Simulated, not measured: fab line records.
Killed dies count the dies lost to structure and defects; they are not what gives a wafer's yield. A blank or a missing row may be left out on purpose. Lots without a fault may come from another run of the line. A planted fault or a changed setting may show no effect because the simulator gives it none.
Tool commonality check + flow nand-harc + 16 wafers sampled across 6 lots

== REASON FOR OPENING ==
On 2 of the 6 lots, a flag is raised at NHARC_END_SORT_01 on the reading killed-at-periphery. Fault-free wafers read 2.8, with a standard deviation of 2.2.
Rule: flag the lot when none of its wafers has a number, or when each of its wafers that has one lies beyond 4 standard deviations from that mean. The rest of the lots are taken to be sound.

| lot  | measured     | on        | killed-at-periphery, wafer by wafer | flag    |
|------|--------------|-----------|-------------------------------------|---------|
| L750 | day 20 16:10 | prober-01 | 5 0 0                               |         |
| L753 | day 21 03:19 | prober-02 | 0                                   |         |
| L756 | day 22 01:08 | prober-01 | 1 1 2                               |         |
| L758 | day 22 13:28 | prober-02 | 7 8 5                               |         |
| L762 | day 22 23:43 | prober-01 | 334 350 337                         | FLAGGED |
| L763 | day 23 12:43 | prober-01 | 315 340 328                         | FLAGGED |
Averaged over the flagged lots the numbers come to 334.0, +331.2 from the usual (+99 or more standard deviations).

== WHICH TOOL EACH LOT WENT THROUGH ==
Before the reading, the record contains 4 process steps out of a 1159-step route. In each cell: the tool, then ch and the chambers that the sampled wafers went through, then the start.
| lot  | flag    | NHARC_P_M1_ECD_22             | NHARC_A_M1_CMP_23             | NHARC_A_BONDPAD_DEGAS_25     | NHARC_A_BONDPAD_ANNEAL_28        |
|------|---------|-------------------------------|-------------------------------|------------------------------|----------------------------------|
| L750 |         | ecd-cu-01 ch 0,1, day 7 11:03 | cmp-02 ch 0,1,2, day 19 05:44 | pvd-sputter-02, day 19 09:09 | rtp-anneal-01 ch 0, day 19 09:56 |
| L753 |         | ecd-cu-02 ch 0,1, day 7 18:23 | cmp-02 ch 0,2, day 19 15:40   | pvd-sputter-03, day 19 19:09 | rtp-anneal-01 ch 0, day 19 20:02 |
| L756 |         | ecd-cu-01 ch 0,1, day 8 18:52 | cmp-02 ch 0,1,2, day 20 16:26 | pvd-sputter-01, day 20 19:56 | rtp-anneal-01 ch 0, day 20 20:44 |
| L758 |         | ecd-cu-02 ch 0,1, day 9 07:27 | cmp-02 ch 0,2,3, day 21 01:08 | pvd-sputter-01, day 21 04:35 | rtp-anneal-01 ch 0, day 21 05:19 |
| L762 | FLAGGED | ecd-cu-01 ch 1, day 10 00:43  | cmp-04 ch 1,2,3, day 21 10:59 | pvd-sputter-03, day 21 14:37 | rtp-anneal-01 ch 0, day 21 15:20 |
| L763 | FLAGGED | ecd-cu-01 ch 1, day 10 10:30  | cmp-02 ch 1,2, day 22 02:16   | pvd-sputter-02, day 22 05:52 | rtp-anneal-01 ch 0, day 22 06:38 |
What these steps do:
- NHARC_P_M1_ECD_22: material Cu, target thk 400 nm.
- NHARC_A_M1_CMP_23: polishes, t overpolish 20 s, target thk 154.34 nm.
- NHARC_A_BONDPAD_DEGAS_25: time 60 s.
- NHARC_A_BONDPAD_ANNEAL_28: time 90 s.
- NHARC_END_SORT_01

== FLAGGED OVER TOTAL, TOOL BY TOOL (the gauges that took the reading come last) ==
| step                      | tool           | lots run | flagged | share of the flagged lots | sound lots run after its first flagged lot |
|---------------------------|----------------|----------|---------|---------------------------|--------------------------------------------|
| NHARC_P_M1_ECD_22         | ecd-cu-01      | 4        | 2       | all                       | 0                                          |
| NHARC_P_M1_ECD_22         | ecd-cu-02      | 2        | 0       | none                      | -                                          |
| NHARC_A_M1_CMP_23         | cmp-02         | 5        | 1       | some                      | 0                                          |
| NHARC_A_M1_CMP_23         | cmp-04         | 1        | 1       | some                      | 0                                          |
| NHARC_A_BONDPAD_DEGAS_25  | pvd-sputter-01 | 2        | 0       | none                      | -                                          |
| NHARC_A_BONDPAD_DEGAS_25  | pvd-sputter-02 | 2        | 1       | some                      | 0                                          |
| NHARC_A_BONDPAD_DEGAS_25  | pvd-sputter-03 | 2        | 1       | some                      | 0                                          |
| NHARC_A_BONDPAD_ANNEAL_28 | rtp-anneal-01  | 6        | 2       | all                       | 0                                          |
| NHARC_END_SORT_01         | prober-01      | 4        | 2       | all                       | 0                                          |
| NHARC_END_SORT_01         | prober-02      | 2        | 0       | none                      | -                                          |

== THE TABLE: WHAT IT ALLOWS ==
3 rows of the table ran every flagged lot: ecd-cu-01 at NHARC_P_M1_ECD_22, rtp-anneal-01 at NHARC_A_BONDPAD_ANNEAL_28, prober-01 at NHARC_END_SORT_01.
- ecd-cu-01 at NHARC_P_M1_ECD_22 ran 4 lots, 2 of them flagged. A fault beginning between L756 (day 8 18:52), its last sound lot, and L762 (day 10 00:43), its first flagged one, fits the data.
- rtp-anneal-01 at NHARC_A_BONDPAD_ANNEAL_28 ran 6 lots, 2 of them flagged. A fault beginning between L758 (day 21 05:19), its last sound lot, and L762 (day 21 15:20), its first flagged one, fits the data.
- prober-01 at NHARC_END_SORT_01 ran 4 lots, 2 of them flagged. A fault beginning between L756 (day 22 01:08), its last sound lot, and L762 (day 22 23:43), its first flagged one, fits the data.
Because each of these 3 tools fits a fault that began at some hour, counting lots does not separate them. More lots, or a look at what each step does to the wafer, might.

== WHAT HAD BEEN PUT IN BY THE SIMULATOR ==
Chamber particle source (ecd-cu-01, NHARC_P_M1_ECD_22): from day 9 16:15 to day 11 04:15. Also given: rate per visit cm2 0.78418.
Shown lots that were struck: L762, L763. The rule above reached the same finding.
